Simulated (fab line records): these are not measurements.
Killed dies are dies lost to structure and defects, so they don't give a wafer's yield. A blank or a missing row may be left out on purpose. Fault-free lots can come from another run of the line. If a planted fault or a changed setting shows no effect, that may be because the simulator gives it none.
fab line records + flow nand-harc
record:
- lots: 14
- wafers: 42
- last-day: 24
route steps=1159 shown A_SOURCE_PLATE@420 A_ONON_D1@431 END@1159
lots with no fault: from the same line, run without faults
start-h: hours from the record's opening day to when the first of the lot's shown wafers began + wait-h: hours from the lot's prior step to this one + " same as the row above + L1.1+2: a single row standing in for several wafers + - no value, or no start was given + * or withheld: withheld + < > ~ a bound
route shown NAME@n: a module of which the file shows steps, and the number in the route of the first + usual: mean/standard deviation taken from wafers without a fault + same: alike in all rows + chamber/n: place in a boat + sites: readings site by site + _std_site: how widely they spread, as a standard deviation + _edge_site: mean of outer sites minus mean of inner sites + radius-mm: how far each site lies from the wafer's centre + mask NAME#n: copy n + behind: the most recent tool/chamber to have shaped the wafer + hold: why the lot was held/for how many hours/how that ended + device: names the non-switching transistor (n, p or np) + end of line: the same wafers' tests at the end of the route + step lacking rows: just its recipe + killed: dies lost to structure and defects at the first sort, not the wafer's yield + map: a wafer's dies, marking killed ones x, the rest . and places with no die _
set.NAME: the setting that was run; set.NAME@STEP: the one run at that earlier step + model.NAME: the simulator's own value behind a step, which no gauge read
a sample of lots followed through the steps of the route, with each step as a table and each wafer as a row
services: a tool's chamber out of use, with start hour (start-h, from the record's first day; less than 0 if before it), hours out, and reason
== steps ==
step: NHARC_A_SOURCE_PLATE_THK_MEAS_06
recipe:
- thk-meas-gauge: ellipsometry
usual:
- thk-nm: 199.1/2.1
| lot.wafer | tool          | chamber | start-h | wait-h | thk-nm |
|-----------|---------------|---------|---------|--------|--------|
| L609.1    | film-metro-02 | -       | 157.70  | 0.4    | 196.5  |
| L609.3    | "             | -       | "       | "      | 200.5  |
| L609.4    | "             | -       | "       | "      | 198.4  |
| L608.1    | film-metro-02 | -       | 161.33  | 0.4    | 199.4  |
| L608.2    | "             | -       | "       | "      | 198.8  |
| L608.3    | "             | -       | "       | "      | 202.7  |
| L611.2    | film-metro-01 | -       | 171.76  | 0.4    | 198.1  |
| L611.5    | "             | -       | "       | "      | 197.2  |
| L611.6    | "             | -       | "       | "      | 197.3  |
| L612.1    | film-metro-01 | -       | 177.58  | 0.4    | 202.2  |
| L612.4    | "             | -       | "       | "      | 200.7  |
| L612.5    | "             | -       | "       | "      | 201.0  |
| L614.2    | film-metro-02 | -       | 200.29  | 0.4    | 201.3  |
| L614.3    | "             | -       | "       | "      | 198.2  |
| L614.4    | "             | -       | "       | "      | 198.5  |
| L617.1    | film-metro-01 | -       | 211.60  | 0.4    | 197.2  |
| L617.2    | "             | -       | "       | "      | 199.1  |
| L617.4    | "             | -       | "       | "      | 198.7  |
| L618.2    | film-metro-02 | -       | 218.10  | 0.4    | 197.3  |
| L618.4    | "             | -       | "       | "      | 195.8  |
| L618.5    | "             | -       | "       | "      | 195.4  |
| L622.2    | film-metro-02 | -       | 234.69  | 0.4    | 196.2  |
| L622.4    | "             | -       | "       | "      | 196.7  |
| L622.5    | "             | -       | "       | "      | 195.0  |
| L620.3    | film-metro-02 | -       | 234.70  | 0.4    | 201.0  |
| L620.4    | "             | -       | "       | "      | 198.3  |
| L620.6    | "             | -       | "       | "      | 200.8  |
| L623.2    | film-metro-02 | -       | 243.02  | 0.4    | 201.7  |
| L623.3    | "             | -       | "       | "      | 198.3  |
| L623.4    | "             | -       | "       | "      | 202.5  |
| L627.3    | film-metro-02 | -       | 266.13  | 0.4    | 198.8  |
| L627.4    | "             | -       | "       | "      | 198.9  |
| L627.5    | "             | -       | "       | "      | 200.0  |
| L625.3    | film-metro-02 | -       | 266.13  | 0.4    | 200.2  |
| L625.4    | "             | -       | "       | "      | 199.7  |
| L625.5    | "             | -       | "       | "      | 201.1  |
| L628.3    | film-metro-02 | -       | 275.82  | 0.4    | 201.0  |
| L628.4    | "             | -       | "       | "      | 200.3  |
| L628.6    | "             | -       | "       | "      | 198.2  |
| L631.1    | film-metro-01 | -       | 282.64  | 0.4    | 203.3  |
| L631.3    | "             | -       | "       | "      | 200.4  |
| L631.4    | "             | -       | "       | "      | 200.1  |
step: NHARC_A_ONON_D1_THK_MEAS_11
recipe:
- thk-meas-gauge: ellipsometry
usual:
- thk-nm: 998/12
| lot.wafer | tool          | chamber | start-h | wait-h | thk-nm |
|-----------|---------------|---------|---------|--------|--------|
| L609.1    | film-metro-01 | -       | 160.09  | -      | 989    |
| L609.3    | "             | -       | "       | "      | 989    |
| L609.4    | "             | -       | "       | "      | 990    |
| L608.1    | film-metro-02 | -       | 163.83  | -      | 1004   |
| L608.2    | "             | -       | "       | "      | 1003   |
| L608.3    | "             | -       | "       | "      | 1004   |
| L611.2    | film-metro-01 | -       | 174.16  | -      | 995    |
| L611.5    | "             | -       | "       | "      | 994    |
| L611.6    | "             | -       | "       | "      | 995    |
| L612.1    | film-metro-02 | -       | 180.01  | -      | 993    |
| L612.4    | "             | -       | "       | "      | 991    |
| L612.5    | "             | -       | "       | "      | 992    |
| L614.2    | film-metro-01 | -       | 202.65  | -      | 1012   |
| L614.3    | "             | -       | "       | "      | 1011   |
| L614.4    | "             | -       | "       | "      | 1013   |
| L617.1    | film-metro-01 | -       | 213.98  | -      | 990    |
| L617.2    | "             | -       | "       | "      | 991    |
| L617.4    | "             | -       | "       | "      | 989    |
| L618.2    | film-metro-01 | -       | 220.47  | -      | 1023   |
| L618.4    | "             | -       | "       | "      | 1025   |
| L618.5    | "             | -       | "       | "      | 1022   |
| L620.3    | film-metro-02 | -       | 237.16  | -      | 981    |
| L620.4    | "             | -       | "       | "      | 983    |
| L620.6    | "             | -       | "       | "      | 981    |
| L622.2    | film-metro-02 | -       | 237.38  | -      | 992    |
| L622.4    | "             | -       | "       | "      | 992    |
| L622.5    | "             | -       | "       | "      | 992    |
| L623.2    | film-metro-01 | -       | 246.50  | -      | 994    |
| L623.3    | "             | -       | "       | "      | 994    |
| L623.4    | "             | -       | "       | "      | 994    |
| L625.3    | film-metro-01 | -       | 268.46  | -      | 1011   |
| L625.4    | "             | -       | "       | "      | 1011   |
| L625.5    | "             | -       | "       | "      | 1010   |
| L627.3    | film-metro-02 | -       | 268.54  | -      | 1013   |
| L627.4    | "             | -       | "       | "      | 1012   |
| L627.5    | "             | -       | "       | "      | 1011   |
| L628.3    | film-metro-01 | -       | 278.19  | -      | 996    |
| L628.4    | "             | -       | "       | "      | 996    |
| L628.6    | "             | -       | "       | "      | 998    |
| L631.1    | film-metro-02 | -       | 285.01  | -      | 994    |
| L631.3    | "             | -       | "       | "      | 995    |
| L631.4    | "             | -       | "       | "      | 994    |
step: NHARC_A_ONON_D1_THK_MEAS_18
recipe:
- thk-meas-gauge: ellipsometry
usual:
- thk-nm: 1001/10
| lot.wafer | tool          | chamber | start-h | wait-h | thk-nm |
|-----------|---------------|---------|---------|--------|--------|
| L609.1    | film-metro-02 | -       | 167.73  | -      | 994    |
| L609.3    | "             | -       | "       | "      | 994    |
| L609.4    | "             | -       | "       | "      | 993    |
| L608.1    | film-metro-01 | -       | 171.54  | -      | 993    |
| L608.2    | "             | -       | "       | "      | 993    |
| L608.3    | "             | -       | "       | "      | 994    |
| L611.2    | film-metro-01 | -       | 181.82  | -      | 1002   |
| L611.5    | "             | -       | "       | "      | 1001   |
| L611.6    | "             | -       | "       | "      | 1003   |
| L612.1    | film-metro-01 | -       | 187.64  | -      | 985    |
| L612.4    | "             | -       | "       | "      | 985    |
| L612.5    | "             | -       | "       | "      | 985    |
| L614.2    | film-metro-02 | -       | 210.33  | -      | 994    |
| L614.3    | "             | -       | "       | "      | 994    |
| L614.4    | "             | -       | "       | "      | 994    |
| L617.1    | film-metro-02 | -       | 221.67  | -      | 986    |
| L617.2    | "             | -       | "       | "      | 984    |
| L617.4    | "             | -       | "       | "      | 987    |
| L618.2    | film-metro-02 | -       | 230.12  | -      | 1015   |
| L618.4    | "             | -       | "       | "      | 1017   |
| L618.5    | "             | -       | "       | "      | 1018   |
| L622.2    | film-metro-02 | -       | 244.74  | -      | 1015   |
| L622.4    | "             | -       | "       | "      | 1016   |
| L622.5    | "             | -       | "       | "      | 1016   |
| L620.3    | film-metro-01 | -       | 245.09  | -      | 996    |
| L620.4    | "             | -       | "       | "      | 998    |
| L620.6    | "             | -       | "       | "      | 997    |
| L623.2    | film-metro-02 | -       | 254.58  | -      | 1006   |
| L623.3    | "             | -       | "       | "      | 1007   |
| L623.4    | "             | -       | "       | "      | 1004   |
| L627.3    | film-metro-02 | -       | 276.13  | -      | 1001   |
| L627.4    | "             | -       | "       | "      | 1001   |
| L627.5    | "             | -       | "       | "      | 1002   |
| L625.3    | film-metro-01 | -       | 276.15  | -      | 993    |
| L625.4    | "             | -       | "       | "      | 993    |
| L625.5    | "             | -       | "       | "      | 994    |
| L628.3    | film-metro-02 | -       | 285.91  | -      | 1009   |
| L628.4    | "             | -       | "       | "      | 1008   |
| L628.6    | "             | -       | "       | "      | 1010   |
| L631.1    | film-metro-02 | -       | 292.67  | -      | 992    |
| L631.3    | "             | -       | "       | "      | 993    |
| L631.4    | "             | -       | "       | "      | 993    |
step: NHARC_A_ONON_D1_DEP_19
recipe:
- target-thk-a: 10000
- n2-flow-sccm: 2750
- n2o-flow-sccm: 2000
- nh3-flow-sccm: 500
- sih4-flow-sccm: 210
- temp-c: 400
usual:
- n2-flow-sccm: 2750/7.7
- n2o-flow-sccm: 2001/5.3
- nh3-flow-sccm: 499.8/1.5
| lot.wafer | tool          | chamber | start-h | wait-h | n2-flow-sccm | n2o-flow-sccm | nh3-flow-sccm |
|-----------|---------------|---------|---------|--------|--------------|---------------|---------------|
| L609.1    | pecvd-onon-01 | 0       | 167.79  | 0.1    | 2755         | 1990          | 501.0         |
| L609.3    | "             | 0       | "       | "      | 2759         | 2003          | 500.6         |
| L609.4    | "             | 0       | "       | "      | 2759         | 1996          | 500.1         |
| L608.1    | pecvd-onon-03 | 0       | 171.60  | 0.1    | 2751         | 1989          | 500.6         |
| L608.2    | "             | 0       | "       | "      | 2764         | 2000          | 498.5         |
| L608.3    | "             | 0       | "       | "      | 2749         | 1994          | 497.5         |
| L611.2    | pecvd-onon-03 | 0       | 181.93  | 0.1    | 2761         | 2010          | 499.6         |
| L611.5    | "             | 0       | "       | "      | 2746         | 2008          | 498.5         |
| L611.6    | "             | 0       | "       | "      | 2755         | 2008          | 501.4         |
| L612.1    | pecvd-onon-03 | 0       | 187.70  | 0.1    | 2760         | 2002          | 500.3         |
| L612.4    | "             | 0       | "       | "      | 2759         | 2002          | 500.5         |
| L612.5    | "             | 0       | "       | "      | 2764         | 2003          | 499.9         |
| L614.2    | pecvd-onon-04 | 0       | 210.45  | 0.1    | 2756         | 2001          | 498.4         |
| L614.3    | "             | 0       | "       | "      | 2739         | 1998          | 500.1         |
| L614.4    | "             | 0       | "       | "      | 2743         | 2008          | 499.9         |
| L617.1    | pecvd-onon-04 | 0       | 221.73  | 0.1    | 2749         | 2009          | 499.7         |
| L617.2    | "             | 0       | "       | "      | 2752         | 2001          | 499.6         |
| L617.4    | "             | 0       | "       | "      | 2761         | 1996          | 499.7         |
| L618.2    | pecvd-onon-01 | 0       | 230.23  | 0.1    | 2758         | 1997          | 500.6         |
| L618.4    | "             | 0       | "       | "      | 2754         | 1996          | 497.8         |
| L618.5    | "             | 0       | "       | "      | 2758         | 2008          | 499.7         |
| L622.2    | pecvd-onon-01 | 0       | 245.34  | 0.6    | 2739         | 1998          | 502.6         |
| L622.4    | "             | 0       | "       | "      | 2739         | 2006          | 502.1         |
| L622.5    | "             | 0       | "       | "      | 2748         | 1999          | 502.1         |
| L620.3    | pecvd-onon-03 | 0       | 245.75  | 0.7    | 2733         | 2004          | 497.9         |
| L620.4    | "             | 0       | "       | "      | 2753         | 1995          | 497.1         |
| L620.6    | "             | 0       | "       | "      | 2753         | 2001          | 496.4         |
| L623.2    | pecvd-onon-01 | 0       | 254.70  | 0.1    | 2749         | 1998          | 498.8         |
| L623.3    | "             | 0       | "       | "      | 2753         | 1992          | 499.4         |
| L623.4    | "             | 0       | "       | "      | 2754         | 2000          | 499.3         |
| L627.3    | pecvd-onon-01 | 0       | 276.30  | 0.2    | 2762         | 2007          | 500.4         |
| L627.4    | "             | 0       | "       | "      | 2755         | 2001          | 500.0         |
| L627.5    | "             | 0       | "       | "      | 2751         | 1997          | 501.5         |
| L625.3    | pecvd-onon-04 | 0       | 276.45  | 0.3    | 2754         | 1995          | 500.4         |
| L625.4    | "             | 0       | "       | "      | 2745         | 1999          | 499.2         |
| L625.5    | "             | 0       | "       | "      | 2753         | 1996          | 498.3         |
| L628.3    | pecvd-onon-04 | 0       | 286.08  | 0.2    | 2748         | 1999          | 499.3         |
| L628.4    | "             | 0       | "       | "      | 2746         | 2000          | 499.8         |
| L628.6    | "             | 0       | "       | "      | 2751         | 2001          | 501.4         |
| L631.1    | pecvd-onon-04 | 0       | 292.72  | 0.1    | 2743         | 2000          | 501.2         |
| L631.3    | "             | 0       | "       | "      | 2751         | 2000          | 501.1         |
| L631.4    | "             | 0       | "       | "      | 2751         | 2007          | 500.4         |
step: NHARC_A_ONON_D1_THK_MEAS_21
recipe:
- thk-meas-gauge: ellipsometry
usual:
- thk-nm: 1001/9.7
| lot.wafer | tool          | chamber | start-h | wait-h | thk-nm |
|-----------|---------------|---------|---------|--------|--------|
| L609.1    | film-metro-01 | -       | 168.29  | -      | 1003   |
| L609.3    | "             | -       | "       | "      | 1001   |
| L609.4    | "             | -       | "       | "      | 1001   |
| L608.1    | film-metro-02 | -       | 172.11  | -      | 1001   |
| L608.2    | "             | -       | "       | "      | 1003   |
| L608.3    | "             | -       | "       | "      | 1001   |
| L611.2    | film-metro-01 | -       | 182.38  | -      | 1018   |
| L611.5    | "             | -       | "       | "      | 1016   |
| L611.6    | "             | -       | "       | "      | 1015   |
| L612.1    | film-metro-02 | -       | 188.21  | -      | 987    |
| L612.4    | "             | -       | "       | "      | 987    |
| L612.5    | "             | -       | "       | "      | 986    |
| L614.2    | film-metro-02 | -       | 210.90  | -      | 991    |
| L614.3    | "             | -       | "       | "      | 991    |
| L614.4    | "             | -       | "       | "      | 991    |
| L617.1    | film-metro-02 | -       | 222.26  | -      | 1006   |
| L617.2    | "             | -       | "       | "      | 1006   |
| L617.4    | "             | -       | "       | "      | 1005   |
| L618.2    | film-metro-02 | -       | 230.70  | -      | 1004   |
| L618.4    | "             | -       | "       | "      | 1005   |
| L618.5    | "             | -       | "       | "      | 1006   |
| L622.2    | film-metro-01 | -       | 245.79  | -      | 984    |
| L622.4    | "             | -       | "       | "      | 985    |
| L622.5    | "             | -       | "       | "      | 986    |
| L620.3    | film-metro-02 | -       | 246.15  | -      | 1002   |
| L620.4    | "             | -       | "       | "      | 1003   |
| L620.6    | "             | -       | "       | "      | 1005   |
| L623.2    | film-metro-01 | -       | 255.15  | -      | 1004   |
| L623.3    | "             | -       | "       | "      | 1542   |
| L623.4    | "             | -       | "       | "      | 1005   |
| L627.3    | film-metro-02 | -       | 276.69  | -      | 1539   |
| L627.4    | "             | -       | "       | "      | 1001   |
| L627.5    | "             | -       | "       | "      | 1002   |
| L625.3    | film-metro-01 | -       | 276.84  | -      | 1012   |
| L625.4    | "             | -       | "       | "      | 1013   |
| L625.5    | "             | -       | "       | "      | 1012   |
| L628.3    | film-metro-02 | -       | 286.51  | -      | 1009   |
| L628.4    | "             | -       | "       | "      | 1007   |
| L628.6    | "             | -       | "       | "      | 1008   |
| L631.1    | film-metro-01 | -       | 293.24  | -      | 995    |
| L631.3    | "             | -       | "       | "      | 995    |
| L631.4    | "             | -       | "       | "      | 995    |
step: NHARC_END_SORT_01
recipe:
- temp-c: 25
usual:
- killed-at-array: 27/10
- killed-at-other: 0.6/1
- killed-at-periphery: 3.4/2.7
- killed-dies: 31/9.7
- killed-open: 3.4/1.7
- killed-short: 2.2/1.5
same:
- gross-dies: 677
| lot.wafer | tool      | chamber | start-h | wait-h | killed-at-array | killed-at-other | killed-at-periphery | killed-dies | killed-open | killed-short |
|-----------|-----------|---------|---------|--------|-----------------|-----------------|---------------------|-------------|-------------|--------------|
| L617.1    | prober-02 | 0       | 494.06  | 2.5    | 32              | 2               | 2                   | 36          | 3           | 1            |
| L617.2    | prober-02 | 0       | 494.85  | 2.8    | 27              | 1               | 4                   | 32          | 1           | 3            |
| L617.4    | prober-02 | 0       | 496.42  | 3.4    | 29              | 2               | 1                   | 32          | 5           | 1            |
| L618.2    | prober-01 | 0       | 511.18  | 2.8    | 11              | 3               | 4                   | 18          | 2           | 2            |
| L618.4    | prober-01 | 0       | 512.79  | 3.4    | 12              | 4               | 5                   | 21          | 3           | 3            |
| L618.5    | prober-01 | 0       | 513.59  | 3.7    | 18              | 0               | 6                   | 24          | 7           | 2            |
| L622.2    | prober-02 | 0       | 527.06  | 2.8    | 30              | 1               | 2                   | 33          | 4           | 1            |
| L622.4    | prober-02 | 0       | 528.66  | 3.4    | 21              | 0               | 2                   | 23          | 2           | 1            |
| L622.5    | prober-02 | 0       | 529.45  | 3.7    | 38              | 0               | 1                   | 39          | 7           | 3            |
| L623.2    | prober-01 | 0       | 541.44  | 2.8    | 19              | 0               | 2                   | 21          | 1           | 1            |
| L623.3    | prober-01 | 0       | 542.25  | 3.1    | 674             | 0               | 3                   | 677         | 4           | 0            |
| L623.4    | prober-01 | 0       | 543.06  | 3.4    | 22              | 0               | 2                   | 24          | 2           | 2            |
| L627.3    | prober-02 | 0       | 556.54  | 3.1    | 668             | 0               | 9                   | 677         | 2           | 6            |
| L627.4    | prober-02 | 0       | 557.35  | 3.4    | 25              | 0               | 4                   | 29          | 5           | 3            |
| L627.5    | prober-02 | 0       | 558.17  | 3.8    | 21              | 1               | 9                   | 31          | 2           | 1            |
killed by level:class
L617.1 A_CHANNEL_HOLE_D1:chamber-film-flake=19 A_STAIRCASE:chamber-film-flake=5 A_CONTACT:chamber-film-flake=3 A_WL_FILL:chamber-film-flake=2 P_M0:geometric-particle:open=1 A_SGD_CUT:geometric-particle:open=1 A_WL_FILL:geometric-particle:short=1 A_CONTACT:geometric-particle:open=1
L617.2 A_CHANNEL_HOLE_D1:chamber-film-flake=18 A_STAIRCASE:chamber-film-flake=3 A_M0:geometric-particle:short=2 A_CONTACT:chamber-film-flake=2 P_CONTACT:geometric-particle:open=1 P_M0:geometric-particle:short=1 P_GATE:chamber-film-flake=1 P_STI:chamber-film-flake=1
L617.4 A_CHANNEL_HOLE_D1:chamber-film-flake=14 A_STAIRCASE:chamber-film-flake=4 A_BLC:geometric-particle:open=3 A_CONTACT:chamber-film-flake=2 THIN_TSV:chamber-film-flake=2 A_STAIRCASE:geometric-particle:short=1 A_WL_FILL:geometric-particle:open=1 A_M0:geometric-particle:open=1
L618.2 A_CHANNEL_HOLE_D1:chamber-film-flake=4 P_ZERO_WELL:chamber-film-flake=3 A_CONTACT:chamber-film-flake=2 THIN_TSV:chamber-film-flake=2 P_CONTACT:geometric-particle:open=1 A_CHANNEL_FILL_D1:geometric-particle:short=1 A_BLC:geometric-particle:short=1 STARTING-WAFER:geometric-particle:open=1
L618.4 A_CHANNEL_HOLE_D1:chamber-film-flake=4 THIN_TSV:chamber-film-flake=4 P_ZERO_WELL:chamber-film-flake=2 P_M2:chamber-film-flake=2 A_CONTACT:chamber-film-flake=2 P_M2:geometric-particle:open=1 A_ONON_D1:geometric-particle:short=1 A_SGD_CUT:geometric-particle:short=1
L618.5 A_CHANNEL_HOLE_D1:chamber-film-flake=5 A_CONTACT:chamber-film-flake=4 P_CONTACT:geometric-particle:open=3 A_ONON_D1:geometric-particle:open=2 A_CHANNEL_FILL_D1:chamber-film-flake=2 A_ONON_D1:geometric-particle:short=1 A_WL_FILL:geometric-particle:short=1 A_CONTACT:geometric-particle:open=1
L622.2 A_SLIT:chamber-film-flake=10 A_STAIRCASE:chamber-film-flake=10 A_CHANNEL_HOLE_D1:chamber-film-flake=5 A_CONTACT:geometric-particle:open=3 P_CONTACT:geometric-particle:open=1 A_ONON_D1:geometric-particle:short=1 P_ZERO_WELL:chamber-film-flake=1 A_CONTACT:chamber-film-flake=1
L622.4 A_SLIT:chamber-film-flake=8 A_CHANNEL_HOLE_D1:chamber-film-flake=4 A_STAIRCASE:chamber-film-flake=3 A_CONTACT:chamber-film-flake=3 P_CONTACT:geometric-particle:open=1 A_CHANNEL_FILL_D1:geometric-particle:open=1 A_WL_FILL:geometric-particle:short=1 P_GATE:chamber-film-flake=1
L622.5 A_SLIT:chamber-film-flake=13 A_CHANNEL_HOLE_D1:chamber-film-flake=6 A_STAIRCASE:chamber-film-flake=4 A_CONTACT:geometric-particle:open=3 A_WL_FILL:chamber-film-flake=3 A_CONTACT:chamber-film-flake=3 A_CHANNEL_FILL_D1:geometric-particle:short=2 P_M0:geometric-particle:open=1
L623.2 A_SLIT:chamber-film-flake=13 A_CONTACT:chamber-film-flake=3 A_WL_FILL:geometric-particle:short=1 A_WL_FILL:geometric-particle:open=1 P_ZERO_WELL:chamber-film-flake=1 P_GATE:chamber-film-flake=1 A_CHANNEL_HOLE_D1:chamber-film-flake=1
L623.3 A_ONON_D1:area-dep=639 A_SLIT:chamber-film-flake=18 A_CHANNEL_HOLE_D1:chamber-film-flake=8 A_CONTACT:chamber-film-flake=5 P_M0:geometric-particle:open=2 A_ONON_D1:geometric-particle:open=1 A_CONTACT:geometric-particle:open=1 P_GATE:chamber-film-flake=1
L623.4 A_SLIT:chamber-film-flake=15 A_CHANNEL_HOLE_D1:chamber-film-flake=4 P_CONTACT:geometric-particle:open=1 P_M2:geometric-particle:short=1 A_WL_FILL:geometric-particle:short=1 A_M0:geometric-particle:open=1 A_STAIRCASE:chamber-film-flake=1
L627.3 A_ONON_D1:area-dep=651 A_CONTACT:chamber-film-flake=4 P_STI:chamber-film-flake=3 P_GATE:chamber-film-flake=3 A_STAIRCASE:chamber-film-flake=3 A_CHANNEL_HOLE_D1:chamber-film-flake=2 P_M1:geometric-particle:open=1 A_ONON_D1:geometric-particle:short=1
L627.4 A_STAIRCASE:chamber-film-flake=6 A_CHANNEL_HOLE_D1:chamber-film-flake=5 A_CONTACT:chamber-film-flake=3 A_CHANNEL_HOLE_D1:geometric-particle:open=2 A_CHANNEL_FILL_D1:geometric-particle:open=2 A_CONTACT:geometric-particle:short=2 P_GATE:chamber-film-flake=2 A_SGD_CUT:chamber-film-flake=2
L627.5 A_CHANNEL_HOLE_D1:chamber-film-flake=9 P_STI:chamber-film-flake=6 A_STAIRCASE:chamber-film-flake=5 A_WL_FILL:geometric-particle:open=2 P_GATE:chamber-film-flake=2 A_CHANNEL_FILL_D1:chamber-film-flake=2 A_SGD_CUT:chamber-film-flake=2 P_GATE:geometric-particle:short=1
== services ==
| tool          | chamber | start-h | hours | kind |
|---------------|---------|---------|-------|------|
| pecvd-onon-03 | -       | 153.08  | 13.0  | pm   |
| pecvd-onon-01 | -       | 195.11  | 13.0  | pm   |
| pecvd-onon-04 | -       | 237.57  | 13.0  | pm   |
== key ==
first-sign:
- step: NHARC_A_ONON_D1_THK_MEAS_21
- reading: thk-nm
- direction: up
- sigmas: 56
- usual: 1001
- struck: 1540
effect:
- step: NHARC_END_SORT_01
- reading: killed-dies
- direction: up
- sigmas: 67
- usual: 31
- struck: 677
more-kills-born-at:
- NHARC_A_ONON_D1_DEP_19@pecvd-onon-01: 1290
met-at NHARC_A_ONON_D1_DEP_19
struck-lots L623,L627
struck-wafers L623.3,L627.3
later-rows-left-out L623.3,L627.3
tester-left-out L623,L627
not-acting-at NHARC_A_SOURCE_PLATE_THK_MEAS_06,NHARC_A_ONON_D1_THK_MEAS_11,NHARC_A_ONON_D1_THK_MEAS_18
onset-between 245.34 254.70
fault:
- kind: process-parameter-drift
- tool: pecvd-onon-01
- chamber: -
- onset-h: 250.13
- steps: NHARC_A_ONON_D1_DEP_19
- channel: target-thk-a
- offset: *
- shape: step
- end-h: 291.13
- scope: struck-wafers-only
- acts-in: *
- stated: *
tester-left-out: of these lots the tester's yield and bins aren't shown, on N5 and GAA mostly nor the transistor test; their killed dies are dies lost to structure and defects alone, not to doping, threshold or leakage, so they don't give the yield
later-rows-left-out: the simulator's readings of these wafers behind a module that went badly wrong aren't trusted and aren't shown, but for the sort
